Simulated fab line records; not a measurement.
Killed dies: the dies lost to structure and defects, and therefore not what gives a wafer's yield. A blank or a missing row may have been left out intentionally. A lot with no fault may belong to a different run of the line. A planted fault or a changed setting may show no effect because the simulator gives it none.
fab line records    flow n5-finfet
record lots=4  wafers=10  last-day=15
route steps=1938 shown MOL_CONTACT_COAG@594 BEOL_M0_SAQP@632 PASSIVATION@1936
lots that met no fault: from a run of the same line without faults
start-h: start of the lot's first displayed wafer, in hours after the record's first day    wait-h: how many hours have passed since the lot's step before this one    " as in the row above    L1.1+2: one row covering several wafers at once    - no value present, or no start provided    * or withheld: withheld    < > ~ a bound
route shown NAME@n: a module of which the file shows steps, and the number in the route of the first    usual: mean and standard deviation over wafers with no fault    same: alike in all rows    chamber/n: place in a boat    sites: the reading at each site    _std_site: the values' standard deviation    _edge_site: inner sites' mean taken away from outer sites' mean    radius-mm: for every site, how far away it sits from the centre of the wafer    mask NAME#n: copy n    behind: the most recent tool/chamber to have shaped the wafer    hold: cause of the lot's hold/its duration in hours/its outcome    device: transistor that didn't switch, given as n, p or np    end of line: the route-end tests of the same wafers    a step given without rows: its recipe and nothing more    killed: not the wafer's yield, but the dies lost to structure and defects at the first sort    map: per-die view of a wafer (x killed, . not killed, _ where there is no die)
set.NAME: the run value of the setting; set.NAME@STEP: its run value at that earlier step    model.NAME: the simulator's own value behind a step, which no gauge read
lots seen at some steps along the route; tables by step, rows by wafer
services: a tool's chamber out of use, with start hour (start-h, from the record's first day; less than 0 if before it), hours out, and reason
## steps
# step N5_MOL_CONTACT_COAG_COAT_63
# recipe resist=SiARC  temp-c=220  time-s=60  spin-rpm=1500  resist-thk-nm=10
# step N5_MOL_CONTACT_COAG_COAT_64
# recipe resist=underlayer  temp-c=205  time-s=60  spin-rpm=1500  resist-thk-nm=10
# step N5_MOL_CONTACT_COAG_COAT_34
# recipe resist=CAR-EUV  spin-rpm=1500  resist-thk-nm=40
# step N5_MOL_CONTACT_COAG_EBR_36
# recipe solvent=PGMEA  ebr-width-mm=1.5
# step N5_MOL_CONTACT_COAG_SOFTBAKE_35
# recipe temp-c=110  time-s=60  resist=CAR-EUV
# step N5_MOL_CONTACT_COAG_EXPOSE_37
# recipe mask-id=VD  na=0.33  source-shape=annular  sigma-inner=0.3  sigma-outer=0.7  polarization=unpolarized  defocus-nm=0  dose-mj=62
# step N5_MOL_CONTACT_COAG_PEB_38
# recipe peb-temp-c=100  peb-time-s=60  resist=CAR-EUV
# step N5_MOL_CONTACT_COAG_DEVELOP_39
# recipe develop-time-s=30  developer=TMAH  resist=CAR-EUV  rinse-liquid=surfactant-rinse  dry=air-spin  dev-temp-c=23
# step N5_MOL_CONTACT_COAG_DESCUM_45
# recipe chemistry=O2  time-s=7  source-power-w=50  bias-power-w=20  pressure-mtorr=20  rf-frequency-hz=2.712e+07  temp-c=40  resist=CAR-EUV  o2-flow-sccm=225
# step N5_MOL_CONTACT_COAG_ETCH_65
# recipe chemistry=N2/H2  target=underlayer  target-depth-a=130  mask-material=CAR-EUV  time-s=10.4  ion-energy-ev=200  pressure-mtorr=30  source-w=840  bias-w=150  n2-flow-sccm=200  h2-flow-sccm=200  ends=cleared
# usual drypump-motor-current-A=5.6/0.6  etch-rf-on-time-s=10.30/0.22  oes-product-au=0.65/0.069  rf-vpp-V=524.0/2.6  showerhead-plenum-p-Torr=2.55/0.088  throttle-valve-pct=17.95/0.25
lot.wafer  tool         chamber  start-h  wait-h  drypump-motor-current-A  etch-rf-on-time-s  oes-product-au  rf-hours-counter-h  rf-vpp-V  showerhead-plenum-p-Torr  throttle-valve-pct
L223.2     rie-diel-06  2        112.60   0.0     5.1                      10.48              0.69            63                  527.6     2.70                      17.65
L223.4     "            0        "        "       6.3                      10.28              0.60            221                 521.9     2.52                      18.27
L223.6     "            1        "        "       4.8                      10.41              0.62            -                   524.3     2.51                      17.89
L228.6     rie-diel-06  3        140.87   0.0     5.9                      10.40              0.69            -                   524.2     2.58                      17.80
L230.1     rie-diel-06  3        155.82   0.0     5.9                      10.48              0.68            87                  525.4     2.57                      17.79
L230.3     "            2        "        "       5.1                      10.47              0.69            81                  528.2     2.69                      17.68
L230.6     "            3        "        "       5.9                      10.47              0.68            -                   522.9     2.57                      17.80
L235.2     rie-diel-05  3        183.27   0.0     6.3                      9.91               0.82            11                  524.6     2.61                      17.73
L235.4     "            3        "        "       6.3                      9.88               0.82            -                   526.0     2.61                      17.72
L235.6     "            0        "        "       4.8                      9.76               0.60            -                   520.3     2.40                      18.09
# step N5_MOL_CONTACT_COAG_ETCH_66
# recipe chemistry=CF4  target=SiARC  target-depth-a=130  mask-material=CAR-EUV  time-s=21.7  ion-energy-ev=80  pressure-mtorr=40  source-w=545  bias-w=36  Ar_flow_sccm=100  cf4-flow-sccm=100  ends=cleared
# step N5_MOL_CONTACT_COAG_ALD_133
# recipe material=SiO2  target-thk-a=50  temp-c=100  ald-precursor-family=BDEAS  ald-co-reactant=O2-plasma  pulse-time-s=1  co-reactant-pulse-time-s=1  purge-time-s=2  co-reactant-purge-time-s=2  ald-cycles=35  pressure-torr=2
# step N5_MOL_CONTACT_COAG_ETCHBACK_134
# recipe chemistry=CHF3  target=SiO2  target-depth-a=100  time-s=6.7  ion-energy-ev=200  pressure-mtorr=30  source-w=610  bias-w=170  Ar_flow_sccm=200  CHF3_flow_sccm=50
# step N5_MOL_CONTACT_COAG_ETCH_67
# recipe chemistry=N2/H2  target=SOC  target-depth-a=600  overetch-a=210  mask-material=SiARC  temp-c=40  time-s=101.2  ion-energy-ev=200  pressure-mtorr=30  source-w=840  bias-w=150  n2-flow-sccm=200  h2-flow-sccm=200
# step N5_MOL_CONTACT_COAG_STRIP_68
# recipe chemistry=N2/H2  temp-c=40  n2-flow-sccm=200  h2-flow-sccm=200  rf-frequency-hz=6e+07
# step N5_MOL_CONTACT_COAG_STRIP_69
# recipe chemistry=N2/H2  temp-c=40  n2-flow-sccm=200  h2-flow-sccm=200  rf-frequency-hz=6e+07
# step N5_MOL_CONTACT_COAG_ETCHBACK_136
# recipe chemistry=CHF3  target=SiO2  target-depth-a=250  time-s=16.7  ion-energy-ev=200  pressure-mtorr=30  source-w=610  bias-w=170  Ar_flow_sccm=200  CHF3_flow_sccm=50
# step N5_MOL_CONTACT_COAG_STRIP_120
# recipe chemistry=CHF3  resist=SiARC  rf-frequency-hz=6e+07
# step N5_MOL_CONTACT_COAG_VIA_ETCH_117
# recipe chemistry=C4F6/O2  target-depth-a=400  overetch-a=80  mask-material=SOC  target=SiO2  bias-w=455  pressure-mtorr=10  time-s=26  source-w=325  Ar_flow_sccm=300  C4F6_flow_sccm=10  O2_flow_sccm=10  ion-energy-ev=575.3  ends=end-point
# step N5_MOL_CONTACT_COAG_ETCH_124
# recipe chemistry=CH3F/O2  target=SiNx  target-depth-a=65  mask-material=SOC  stop-on=SiOC  over-etch-frac=0.3  ion-energy-ev=120  pressure-mtorr=30  source-w=395  bias-w=73  Ar_flow_sccm=150  CH3F_flow_sccm=30  O2_flow_sccm=20  ends=end-point
# step N5_MOL_CONTACT_COAG_ETCH_48
# recipe chemistry=C4F6/O2  target-depth-a=150  overetch-a=45  mask-material=SOC  target=SiOC  bias-w=465  pressure-mtorr=10  time-s=17  source-w=335  Ar_flow_sccm=300  C4F6_flow_sccm=10  O2_flow_sccm=10  ion-energy-ev=576
# step N5_MOL_CONTACT_COAG_STRIP_72
# recipe chemistry=N2/H2  power-w=450  temp-c=40  pressure-mtorr=20  rf-frequency-hz=6e+07  overash-fraction=3  bias-power-w=7  h2-frac=0.5  n2-flow-sccm=200  h2-flow-sccm=200
# step N5_MOL_CONTACT_COAG_STRIP_49
# recipe chemistry=N2/H2  time-s=30  power-w=1000  temp-c=250  pressure-mtorr=withheld  n2-flow-sccm=1750  h2-flow-sccm=3250
# step N5_MOL_CONTACT_COAG_PRECLEAN_138
# recipe chemistry=alkaline-clean  temp-c=60  time-s=60  do-ppb=50
# step N5_MOL_CONTACT_COAG_SRD_139
# recipe dry=ipa-marangoni  time-s=30  temp-c=23  rinse-liquid=diw
# step N5_MOL_CONTACT_COAG_PRE_CLEAN_121
# recipe gas=H2/He  time-s=*  temp-c=withheld
# step N5_MOL_CONTACT_COAG_CVD_140
# recipe material=W  target-thk-a=665  mode=selective-fill  temp-c=300  time-s=215
# step N5_MOL_CONTACT_COAG_PRECLEAN_127
# recipe chemistry=DIW  time-s=57.5  temp-c=23
# step N5_MOL_CONTACT_COAG_SRD_128
# recipe dry-time-s=32  dry=n2-spin  spin-rpm=1500
# step N5_MOL_CONTACT_COAG_CMP_52
# recipe stop-on=SiO2  t-overpolish-s=1.5  post-cmp-clean=w-dilute-nh4oh  down-force-psi=4  platen-rpm=50.289  pad-velocity-m-s=1.0006  target-thk-nm=66.5
# step N5_MOL_CONTACT_COAG_ANNEAL_112
# recipe temp-c=400  time-s=1800  ambient=HPD2  pressure-atm=10
# step N5_BEOL_M0_SAQP_PECVD_00
# recipe material=SiCN  target-thk-a=80  temp-c=withheld  precursor=3MS/NH3  pressure-torr=3  rf-w=202  time-s=14
# step N5_BEOL_M0_SAQP_ILD_DEP_01
# recipe material=SiOC  target-thk-a=454.19  temp-c=350  precursor=DEMS/O2  pressure-torr=5  rf-w=500  time-s=8.7
# step N5_BEOL_M0_SAQP_HM_DEP_02
# recipe material=TiN  target-thk-a=120  temp-c=25  chamber-pressure-pa=0.49996
# step N5_BEOL_M0_SAQP_PECVD_03
# recipe material=SiCN  target-thk-a=120  temp-c=withheld  precursor=3MS/NH3  pressure-torr=3  rf-w=202  time-s=21.1
# step N5_PASSIVATION_PROBE_49
# usual defect-limited-yield=91.4/1.5  killed_at_M0_to_M3=36/11  killed_at_M4_up=14/6  killed-at-contacts=11/6  killed-at-front-end=37/11  killed-at-other=4/3.4  killed-dies=102/18  killed-on-rim=13/3.5  killed-open=66/13  killed-short=34/7.8  sort_bin_5_function=5.0/0.97  sort_bin_6_memory=3.2/0.7  sort_bin_8_speed=0.0/0.38  sort-n-pass=1078/19  sort-yield-pct=91.3/1.6
# same gross-dies=1180  killed-at-back-side=0  sort_bin_4_leakage[%]=0
lot.wafer  tool       chamber  start-h  wait-h  defect-limited-yield[%]  killed_at_M0_to_M3  killed_at_M4_up  killed-at-contacts  killed-at-front-end  killed-at-other  killed-dies  killed-on-rim  killed-open  killed-short  sort_bin_5_function[%]  sort_bin_6_memory[%]  sort_bin_8_speed[%]  sort-n-pass  sort-yield-pct[%]
L228.6     prober-01  -        306.52   0.3     86.1                     30                  15               81                  34                   4                164          25             54           34            9.5                     3.1                   0                    1016         86.1
L230.1     prober-02  -        332.43   0.0     85.5                     51                  14               71                  32                   3                171          27             75           34            8.2                     4.6                   0                    1009         85.5
L230.6     prober-02  -        332.68   0.3     85.2                     38                  12               83                  39                   3                175          27             70           33            9.1                     4.7                   0.1                  1005         85.2
L235.2     prober-02  -        359.26   0.5     92.9                     34                  12               10                  27                   1                84           9              47           36            3.8                     2.7                   0                    1096         92.9
L235.4     prober-02  -        359.36   0.6     92.1                     38                  21               11                  23                   0                93           15             64           28            4.2                     3.6                   0                    1087         92.1
L235.6     prober-02  -        359.46   0.7     89.7                     46                  22               12                  40                   2                122          18             81           38            5.7                     4.1                   0                    1058         89.7
# killed by level:class
L228.6 MOL_CONTACT_COAG:unspecified=72 FIN_SAQP:geometric-particle:short=8 BEOL_M1:geometric-particle:open=8 BEOL_M4:geometric-particle:open=8 BEOL_M0_SAQP:geometric-particle:short=6 GATE_CUT:geometric-particle:short=6 BEOL_M2:geometric-particle:open=5 STI_FIN_REVEAL:geometric-particle:open=4
L230.1 MOL_CONTACT_COAG:unspecified=61 BEOL_M0_SAQP:geometric-particle:open=16 BEOL_M1:geometric-particle:open=12 FIN_SAQP:geometric-particle:open=10 MOL_CONTACT_COAG:geometric-particle:open=9 BEOL_M0_SAQP:geometric-particle:short=9 FIN_SAQP:geometric-particle:short=7 BEOL_M2:geometric-particle:open=7
L230.6 MOL_CONTACT_COAG:unspecified=69 MOL_CONTACT_COAG:geometric-particle:open=14 FIN_SAQP:geometric-particle:short=12 FIN_SAQP:geometric-particle:open=9 BEOL_M3:geometric-particle:open=9 BEOL_M0_SAQP:geometric-particle:short=8 BEOL_M0_SAQP:geometric-particle:open=6 BEOL_M1:geometric-particle:open=6
L235.2 BEOL_M0_SAQP:geometric-particle:open=9 BEOL_M2:geometric-particle:open=9 GATE_CUT:geometric-particle:short=8 BEOL_M0_SAQP:geometric-particle:short=7 MOL_CONTACT_COAG:geometric-particle:open=6 GATE_CUT:geometric-particle:open=5 FIN_SAQP:geometric-particle:short=4 MOL_CONTACT_COAG:geometric-particle:short=3
L235.4 BEOL_M0_SAQP:geometric-particle:open=11 BEOL_M0_SAQP:geometric-particle:short=10 MOL_CONTACT_COAG:geometric-particle:open=9 BEOL_M2:geometric-particle:open=7 BEOL_M4:geometric-particle:open=7 FIN_SAQP:geometric-particle:short=4 DUMMY_GATE:geometric-particle:open=4 BEOL_M5:geometric-particle:open=4
L235.6 BEOL_M0_SAQP:geometric-particle:open=13 FIN_SAQP:geometric-particle:short=11 BEOL_M3:geometric-particle:open=10 MOL_CONTACT_COAG:geometric-particle:open=8 BEOL_M0_SAQP:geometric-particle:short=8 BEOL_M2:geometric-particle:open=7 BEOL_M5:geometric-particle:open=7 BEOL_M4:geometric-particle:open=6
# map L228.6 (x killed, . not)
_________________xxxxxxxxxxx.________________
______________xxxxxxxxxxxxxx..x._____________
___________...xxxxxxxxxxx.xxx...x..__________
__________...x.x.xxxxxxxxx.xx......._________
________......x.xxx.xxxxx..x.x........_______
_______.........x..xxx.xxx...........x.______
______..xx......xxxxx.xxx...x..........._____
_____..........x....x.......x............____
____.....................x................___
___........xx....x.........x...............__
___.....................x..........x.......__
__..................................x......._
__...................x.....x...x...x..xx...._
_..........x........x........................
_.....x.................x...............x....
_...........x..........x.......x...x.x.......
_.................xx........x................
_...........................x.....x.....x.x..
_......x.x.....xx....x.......................
_.......x.........x.....x...................x
_..xx...................x....................
__..........................x...xx.........._
__....x.............................xx......_
___..x.................x...xx..............__
___.......................x................__
____.....x.....................x.......x..___
_____....x........x...xx.x........x...x..____
______............x.......x.......x....._____
_______x...x...........................______
________..........xx.................._______
__________......................x.x._________
___________.......................x__________
______________..........x.....x._____________
_________________....x.......________________
# map L230.6 (x killed, . not)
_________________xxxxxxxxxxx.________________
______________.xxxxxxxxxx.xxxx.._____________
___________....xxxxxxxxxxxxx.......__________
__________...x.xxxxxxxxxxxx.x......._________
________...x...x.xxxxxxxxxx..........._______
_______...........xxxxxx..x..x.xxx....x______
______......x...x.x..x.x..x.......x....._____
_____..........x.........x...............____
____x...............x..........x..........___
___..xx.............................x......__
___......x.............................xx..__
__..x.....x........x...................x...._
__.......x......x............x....x....x..x._
_.......................x.....x.........x....
_..............................x.............
_...x..........x.......x.....................
_.............x............x.x..........x....
_.......................x....x...............
_......x..x...x....x..............xx.........
_x.....x................xx...................
_..........x.x..x.............x....xx........
__.........................................._
__.................................x........_
___.......x.......x..x.....................__
___...x....x.........x......x........x.....__
____..........x.x..x.x....x........x......___
_____.......x..........x.................____
______..................xx..x..........._____
_______...xx.........................x.______
________.x....xx...............xx....._______
__________...x...x..........xx.x...x_________
___________.x.x...x.x............x.__________
______________x......x.........._____________
_________________..x.........________________
## services
tool         chamber  start-h  hours  kind
rie-diel-05  3        133.54   -      clean
rie-diel-05  3        133.54   -      consumable-replace:focus-ring
rie-diel-05  3        133.54   18.2   scheduled-down
rie-diel-05  3        133.54   18.2   vent-cycle
rie-diel-06  0        147.08   5.7    repair
rie-diel-05  1        170.15   -      clean
rie-diel-05  1        170.15   -      consumable-replace:focus-ring
rie-diel-05  1        170.15   -      consumable-replace:showerhead
rie-diel-05  1        170.15   17.4   scheduled-down
rie-diel-05  1        170.15   17.4   vent-cycle
## key
first-sign step=N5_PASSIVATION_PROBE_49  reading=killed-at-contacts  direction=up  sigmas=11  usual=11  struck=78
effect step=N5_PASSIVATION_PROBE_49  reading=defect-limited-yield  direction=down  sigmas=3.8  usual=91.4  struck=85.6
more-kills-born-at N5_MOL_CONTACT_COAG_ETCH_65@rie-diel-06=202
met-at N5_MOL_CONTACT_COAG_ETCH_65
struck-wafers L228.6,L230.1,L230.6
earlier-fault kind=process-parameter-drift  tool=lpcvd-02  chamber=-  onset-h=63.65  steps=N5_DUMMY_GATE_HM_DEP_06  channel=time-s  offset=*  shape=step  end-h=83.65  acts-in=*  stated=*
fault kind=chamber-particle-source  tool=rie-diel-06  chamber=3  onset-h=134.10  steps=N5_MOL_CONTACT_COAG_ETCH_65  rate-per-visit-cm2=0.47201  end-h=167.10
